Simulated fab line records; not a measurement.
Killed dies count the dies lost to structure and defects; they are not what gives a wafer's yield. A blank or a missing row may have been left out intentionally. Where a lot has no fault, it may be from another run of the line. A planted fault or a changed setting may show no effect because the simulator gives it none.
fab line records -- flow nandHarc
record: lots: 5, wafers: 15, lastDay: 28
route steps=1302 shown P_GATE@115 END@1301
lots that met no fault: from a run of the same line without faults
startH: the number of hours between the record's first day and the start of the first shown wafer of the lot -- waitH: hours since the lot's step before -- " same as the row above -- L1.1+2: one row covering several wafers at once -- - value missing, or start not given -- * or withheld: withheld -- < > ~ a bound
route shown NAME@n: NAME is a module with steps in the file, n the number in the route of the first one -- usual: the fault-free wafers' mean and standard deviation -- same: alike in all rows -- chamber/n: place in a boat -- sites: readings site by site -- _std_site: the values' standard deviation -- _edge_site: mean of outer sites minus mean of inner sites -- radiusMm: for every site, how far away it sits from the centre of the wafer -- mask NAME#n: copy n -- behind: tool/chamber where the wafer was last shaped -- hold: the reason the lot was held/the length of the hold in hours/how it ended -- device: names the non-switching transistor (n, p or np) -- end of line: the same wafers' tests at the end of the route -- for a step that has no rows: nothing shown but its recipe -- killed: the dies lost at the first sort to structure and to defects; this is not the yield of the wafer -- map: dies across one wafer; x = killed, . = not, _ = none there
set.NAME: the setting that was run; set.NAME@STEP: the one run at that earlier step -- model.NAME: the simulator's own value behind a step, which no gauge read
lots at some steps of the route; a table a step, a row a wafer
services: the hour from which a tool's chamber was out of use, counted from the record's first day as startH (under 0 if before that day), plus the number of hours and why
== steps ==
step: NHARC_P_GATE_HMDS_04
recipe: timeS: 30
step: NHARC_P_GATE_COAT_05
recipe: spinRpm: 4690
step: NHARC_P_GATE_SOFTBAKE_06
recipe: tempC: 122, timeS: 95
step: NHARC_P_GATE_EBR_07
step: NHARC_P_GATE_EXPOSE_08
recipe: na: 0.6, doseMj: 16.75, maskId: P_HV
step: NHARC_P_GATE_PEB_09
recipe: pebTempC: 118, pebTimeS: 85
step: NHARC_P_GATE_DEVELOP_10
recipe: timeS: 70
step: NHARC_P_GATE_HARDBAKE_12
recipe: tempC: 125, timeS: 80
step: NHARC_P_GATE_DESCUM_13
recipe: timeS: 3, o2FlowSccm: 200, arFlowSccm: 0, biasPowerW: 0, chemistry: O2
step: NHARC_P_GATE_ETCH_14
recipe: targetDepthA: 488, chemistry: dHF, material: SiO2
step: NHARC_P_GATE_STRIP_15
recipe: timeS: 780, tempC: 130, chemistry: SPM
step: NHARC_P_GATE_PRECLEAN_71
recipe: timeS: *, tempC: 50, bathAgeMin: 0, chemistry: SC1
lot.wafer,tool,chamber,startH,waitH
L585.5+2+6,wetBench-02,"2,3,4",94.96,-
L586.5+6+3,wetBench-01,"3,7,0",95.11,-
L592.3+4+6,wetBench-01,"0,2,3",150.13,-
L593.4+6+1,wetBench-01,"0,2,4",164.48,-
L595.4+5+1,wetBench-01,"6,7,0",179.76,-
step: NHARC_P_GATE_SRD_72
step: NHARC_P_GATE_OXIDE_16
recipe: targetThkA: 30, tempC: 875, oxTimeS: 392, material: SiO2
step: NHARC_P_GATE_CVD_17
recipe: targetThkA: 1500, tempC: 620, timeS: 900, material: poly-Si
step: NHARC_P_GATE_HM_DEP_102
recipe: targetThkA: 1200, tempC: 400, material: aC
step: NHARC_P_GATE_DEP_103
recipe: targetThkA: 300, targetThkNm: 30, tempC: 400, flowSccm: 200, rfW: 350, material: SiON
step: NHARC_P_GATE_DEHYDRATE_18
recipe: tempC: 150, timeS: 120
step: NHARC_P_GATE_HMDS_19
recipe: timeS: 30
step: NHARC_P_GATE_COAT_20
recipe: spinRpm: 1500, resistThkNm: 90
step: NHARC_P_GATE_SOFTBAKE_21
recipe: tempC: 105, timeS: 55
step: NHARC_P_GATE_EBR_22
step: NHARC_P_GATE_EXPOSE_23
recipe: na: 1.35, targetCdNm: 120, doseMj: 93.91, maskId: P_GATE
step: NHARC_P_GATE_PEB_24
recipe: pebTempC: 100, pebTimeS: 65
step: NHARC_P_GATE_DEVELOP_25
recipe: developTimeS: 35, devTempC: 23
step: NHARC_P_GATE_DESCUM_31
recipe: timeS: 3, o2FlowSccm: 200, arFlowSccm: 0, biasPowerW: 0, chemistry: O2
step: NHARC_P_GATE_ETCH_104
recipe: targetDepthA: 600, timeS: withheld, cf4FlowSccm: 100, chf3FlowSccm: 30, arFlowSccm: 0, rfW: 500, biasW: 200, chemistry: CF4/CHF3
step: NHARC_P_GATE_HM_OPEN_105
recipe: targetDepthA: 3600, o2FlowSccm: 400, cosFlowSccm: 20, arFlowSccm: 0, rfW: 500, biasW: 300, chemistry: O2/COS
step: NHARC_P_GATE_STRIP_106
recipe: o2FlowSccm: 400, cosFlowSccm: 20, arFlowSccm: 0, biasW: 0, chemistry: O2/COS
step: NHARC_P_GATE_ETCH_114
recipe: targetDepthA: 300, overetchA: 30, timeS: 16.5, ionEnergyEv: 100, cf4FlowSccm: 80, o2FlowSccm: 20, arFlowSccm: 0, rfW: 300, biasW: 100, chemistry: CF4/O2
step: NHARC_P_GATE_ETCH_32
recipe: targetDepthA: 1500, overEtchFrac: 1, overEtchIonEnergyEv: 40, timeS: 100.1, hbrFlowSccm: 150, cl2FlowSccm: 50, rfW: 400, icpW: 400, biasW: 100, chemistry: HBr/Cl2
step: NHARC_P_GATE_STRIP_108
recipe: o2FlowSccm: 500, arFlowSccm: 0, biasW: 0, chemistry: O2
step: NHARC_P_GATE_STRIP_35
recipe: timeS: 600, tempC: 130, chemistry: SPM
step: NHARC_P_GATE_PRECLEAN_73
recipe: timeS: *, tempC: 50, bathAgeMin: 0, chemistry: SC1
step: NHARC_P_GATE_SRD_74
step: NHARC_P_GATE_ALD_36
recipe: targetThkA: 200, pulseTimeS: 60, aldCycles: 223, tempC: 400, material: SiNx
step: NHARC_P_GATE_ETCHBACK_37
recipe: targetDepthA: 345, timeS: 17.2, chf3FlowSccm: 50, o2FlowSccm: 10, arFlowSccm: 200, rfW: 500, biasW: 200, chemistry: CHF3/O2
step: NHARC_END_WLT_00
usual: VT_DECK1_BOTTOM: 0.871/0.0072, VT_DECK1_BOTTOM_INNER: 0.871/0.0069, VT_DECK1_MEDIAN_NEAR_BOTTOM: 0.873/0.0068, VT_DECK1_MEDIAN_NEAR_BOTTOM_INNER: 0.872/0.0067, VT_DECK1_MIDDLE: 0.884/0.0071, VT_DECK1_MIDDLE_INNER: 0.884/0.0069, VT_DECK1_TOP: 0.895/0.0067, VT_DECK1_TOP_INNER: 0.895/0.0067, VT_DECK2_BOTTOM: 0.871/0.007, VT_DECK2_BOTTOM_INNER: 0.872/0.0065, VT_DECK2_MEDIAN_NEAR_BOTTOM: 0.873/0.0066, VT_DECK2_MEDIAN_NEAR_BOTTOM_INNER: 0.873/0.0066, VT_DECK2_MIDDLE: 0.884/0.0068, VT_DECK2_MIDDLE_INNER: 0.884/0.0069, VT_DECK2_TOP: 0.896/0.0068, VT_DECK2_TOP_INNER: 0.896/0.0068
lot.wafer,tool,chamber,startH,waitH,VT_DECK1_BOTTOM,VT_DECK1_BOTTOM_INNER,VT_DECK1_MEDIAN_NEAR_BOTTOM,VT_DECK1_MEDIAN_NEAR_BOTTOM_INNER,VT_DECK1_MIDDLE,VT_DECK1_MIDDLE_INNER,VT_DECK1_TOP,VT_DECK1_TOP_INNER,VT_DECK2_BOTTOM,VT_DECK2_BOTTOM_INNER,VT_DECK2_MEDIAN_NEAR_BOTTOM,VT_DECK2_MEDIAN_NEAR_BOTTOM_INNER,VT_DECK2_MIDDLE,VT_DECK2_MIDDLE_INNER,VT_DECK2_TOP,VT_DECK2_TOP_INNER
L585.2,prober-02,-,589.26,0.6,0.860,0.855,0.863,0.868,0.882,0.875,0.889,0.892,0.872,0.874,0.875,0.869,0.891,0.893,0.904,0.903
L585.5,prober-02,-,590.74,2.0,0.864,0.860,0.864,0.866,0.873,0.877,0.891,0.887,0.871,0.873,0.874,0.879,0.879,0.890,0.904,0.903
L585.6,prober-02,-,590.74,2.0,0.860,0.863,0.872,0.878,0.880,0.884,0.889,0.890,0.879,0.876,0.874,0.874,0.895,0.888,0.900,0.908
L586.3,prober-01,-,589.76,1.1,0.878,0.874,0.872,0.878,0.876,0.889,0.894,0.889,0.867,0.874,0.877,0.873,0.889,0.887,0.895,0.901
L586.5,prober-01,-,590.78,2.1,0.874,0.866,0.869,0.876,0.885,0.885,0.898,0.886,0.866,0.868,0.868,0.876,0.892,0.883,0.895,0.892
L586.6,prober-01,-,590.78,2.1,0.873,0.880,0.868,0.868,0.886,0.887,0.897,0.895,0.875,0.874,0.879,0.876,0.882,0.886,0.896,0.900
L593.1,prober-02,-,643.73,0.1,0.891,0.886,0.883,0.883,0.903,0.906,0.918,0.929,0.888,0.886,0.879,0.884,0.901,0.898,0.912,0.911
L593.4,prober-02,-,645.22,1.5,0.888,0.894,0.883,0.897,0.910,0.906,0.918,0.917,0.882,0.884,0.886,0.883,0.890,0.897,0.915,0.906
L593.6,prober-02,-,645.22,1.5,0.896,0.898,0.894,0.892,0.899,0.905,0.908,0.919,0.883,0.890,0.881,0.878,0.898,0.902,0.905,0.909
L592.3,prober-01,-,645.26,1.6,0.880,0.874,0.885,0.874,0.883,0.892,0.905,0.902,0.893,0.893,0.891,0.896,0.896,0.901,0.917,0.920
L592.4,prober-01,-,645.26,1.6,0.878,0.881,0.877,0.885,0.890,0.887,0.894,0.895,0.893,0.887,0.892,0.885,0.906,0.900,0.920,0.917
L592.6,prober-01,-,645.26,1.6,0.877,0.880,0.876,0.876,0.889,0.892,0.907,0.907,0.891,0.903,0.899,0.893,0.904,0.899,0.924,0.916
L595.1,prober-01,-,674.95,4.3,0.887,0.899,0.902,0.894,0.912,0.911,0.915,0.916,0.887,0.884,0.892,0.889,0.912,0.913,0.926,0.932
L595.4,prober-01,-,676.48,5.8,0.891,0.894,0.901,0.893,0.914,0.907,0.925,0.924,0.885,0.889,0.894,0.893,0.917,0.903,0.914,0.927
L595.5,prober-01,-,676.48,5.8,0.900,0.896,0.898,0.893,0.910,0.910,0.916,0.920,0.878,0.889,0.882,0.892,0.911,0.909,0.925,0.920
step: NHARC_END_SORT_01
recipe: tempC: 25
usual: killedAtArray: 50/18, killedAtOther: 0.8/1.1, killedAtPeriphery: 4.1/2.9, killedDies: 55/18, killedOpen: 3.5/1.9, killedShort: 2.4/1.5
same: grossDies: 677
lot.wafer,tool,chamber,startH,waitH,killedAtArray,killedAtOther,killedAtPeriphery,killedDies,killedOpen,killedShort
L585.2,prober-02,0,592.53,2.8,52,0,4,56,2,0
L585.5,prober-02,0,594.97,3.7,60,1,4,65,3,3
L585.6,prober-02,0,595.78,4.1,58,0,2,60,4,2
L593.1,prober-02,0,646.71,2.5,58,0,1,59,3,1
L593.4,prober-02,0,649.11,3.4,69,1,1,71,1,5
L593.6,prober-02,0,650.71,4.0,57,2,2,61,2,3
L595.1,prober-01,0,678.01,2.5,53,1,11,65,3,5
L595.4,prober-01,0,680.45,3.5,59,0,5,64,3,4
L595.5,prober-01,0,681.26,3.8,57,0,7,64,1,1
killed by level:class
L585.2 A_CHANNEL_HOLE_D1:chamberFilmFlake=20 A_CHANNEL_HOLE_D2:chamberFilmFlake=20 A_CONTACT:chamberFilmFlake=3 P_GATE:chamberFilmFlake=2 A_DECK1_JOINT:chamberFilmFlake=2 A_CHANNEL_FILL_D2:chamberFilmFlake=2 A_STAIRCASE:chamberFilmFlake=2 P_CONTACT:geometricParticle:open=1
L585.5 A_CHANNEL_HOLE_D1:chamberFilmFlake=26 A_CHANNEL_HOLE_D2:chamberFilmFlake=19 A_STAIRCASE:chamberFilmFlake=4 P_GATE:chamberFilmFlake=3 A_CONTACT:chamberFilmFlake=3 A_SGD_CUT:chamberFilmFlake=2 P_M2:geometricParticle:open=1 THIN_TSV:chamberFilmFlake=1
L585.6 A_CHANNEL_HOLE_D1:chamberFilmFlake=23 A_CHANNEL_HOLE_D2:chamberFilmFlake=14 A_CONTACT:chamberFilmFlake=7 A_STAIRCASE:chamberFilmFlake=5 A_CHANNEL_FILL_D2:chamberFilmFlake=2 P_CONTACT:geometricParticle:open=1 P_M0:geometricParticle:short=1 A_ONON_D1:geometricParticle:open=1
L593.1 A_CHANNEL_HOLE_D1:chamberFilmFlake=27 A_CHANNEL_HOLE_D2:chamberFilmFlake=16 A_CONTACT:chamberFilmFlake=5 A_STAIRCASE:chamberFilmFlake=3 A_ZERO_WELL:chamberFilmFlake=2 A_CHANNEL_FILL_D1:geometricParticle:open=1 A_CHANNEL_FILL_D1:geometricParticle:short=1 A_CHANNEL_FILL_D2:geometricParticle:open=1
L593.4 A_CHANNEL_HOLE_D1:chamberFilmFlake=31 A_CHANNEL_HOLE_D2:chamberFilmFlake=20 A_CONTACT:chamberFilmFlake=7 A_ONON_D2:geometricParticle:short=2 A_SLIT:chamberFilmFlake=2 A_BLC:chamberFilmFlake=2 P_CONTACT:geometricParticle:open=1 A_ONON_D1:geometricParticle:short=1
L593.6 A_CHANNEL_HOLE_D1:chamberFilmFlake=33 A_CHANNEL_HOLE_D2:chamberFilmFlake=12 A_CONTACT:chamberFilmFlake=6 A_STAIRCASE:chamberFilmFlake=3 A_WL_FILL:geometricParticle:short=2 THIN_TSV:chamberFilmFlake=2 P_CONTACT:geometricParticle:open=1 P_M1:geometricParticle:short=1
L595.1 A_SLIT:chamberFilmFlake=27 P_M0:chamberFilmFlake=8 A_CONTACT:chamberFilmFlake=6 A_CHANNEL_HOLE_D2:chamberFilmFlake=5 A_CHANNEL_HOLE_D1:chamberFilmFlake=3 A_CHANNEL_FILL_D1:chamberFilmFlake=3 A_CHANNEL_FILL_D2:geometricParticle:short=2 A_DECK1_JOINT:chamberFilmFlake=2
L595.4 A_SLIT:chamberFilmFlake=28 A_CHANNEL_HOLE_D1:chamberFilmFlake=10 A_CHANNEL_HOLE_D2:chamberFilmFlake=8 A_CONTACT:chamberFilmFlake=4 P_M0:chamberFilmFlake=2 A_CHANNEL_FILL_D1:chamberFilmFlake=2 A_STAIRCASE:chamberFilmFlake=2 P_GATE:geometricParticle:open=1
L595.5 A_SLIT:chamberFilmFlake=25 A_CHANNEL_HOLE_D2:chamberFilmFlake=10 A_CHANNEL_HOLE_D1:chamberFilmFlake=8 P_M0:chamberFilmFlake=6 A_CONTACT:chamberFilmFlake=6 A_DECK1_JOINT:chamberFilmFlake=3 A_STAIRCASE:chamberFilmFlake=3 P_M1:geometricParticle:short=1
== services ==
tool,chamber,startH,hours,kind
wetBench-02,0,76.00,-,consumableReplace:bath
wetBench-02,0,76.00,-,consumableReplace:filter
wetBench-02,1,76.00,-,consumableReplace:bath
wetBench-02,1,76.00,-,consumableReplace:filter
wetBench-02,2,76.00,-,consumableReplace:bath
wetBench-02,2,76.00,-,consumableReplace:filter
wetBench-02,3,76.00,-,consumableReplace:bath
wetBench-01,-,101.60,8.0,pm
wetBench-01,0,109.60,-,consumableReplace:bath
wetBench-01,0,109.60,-,consumableReplace:filter
wetBench-01,1,109.60,-,consumableReplace:bath
wetBench-01,1,109.60,-,consumableReplace:filter
wetBench-01,2,109.60,-,consumableReplace:bath
wetBench-01,2,109.60,-,consumableReplace:filter
wetBench-01,3,109.60,-,consumableReplace:bath
wetBench-01,3,109.60,-,consumableReplace:filter
wetBench-01,4,109.60,-,consumableReplace:bath
wetBench-01,4,109.60,-,consumableReplace:filter
wetBench-01,5,109.60,-,consumableReplace:bath
wetBench-01,5,109.60,-,consumableReplace:filter
wetBench-01,6,109.60,-,consumableReplace:bath
wetBench-01,6,109.60,-,consumableReplace:filter
wetBench-01,7,109.60,-,consumableReplace:bath
wetBench-01,7,109.60,-,consumableReplace:filter
== key ==
firstSign: step: NHARC_END_WLT_00, reading: VT_DECK2_TOP_INNER, direction: up, sigmas: 3.2, usual: 0.896, struck: 0.917
effect: step: NHARC_END_WLT_00, reading: VT_DECK2_TOP, direction: up, sigmas: 3.1, usual: 0.896, struck: 0.918
metAt NHARC_P_GATE_PRECLEAN_71
struckWafers L592.3,L592.4,L592.6,L593.1,L593.4,L593.6,L595.1,L595.4,L595.5
testerLeftOut L592,L593,L595
onsetBetween 95.11 150.13
alsoFits time
fault: kind: metallicContaminationSource, tool: wetBench-01, chamber: -, onsetH: 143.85, steps: NHARC_P_GATE_PRECLEAN_71, rateCm2PerVisit: 2.8112e+11, species: metalFeCm2
testerLeftOut: of these lots the tester's yield and bins aren't shown, on N5 and GAA mostly nor the transistor test; their killed dies are dies lost to structure and defects alone, not to doping, threshold or leakage, so they don't give the yield
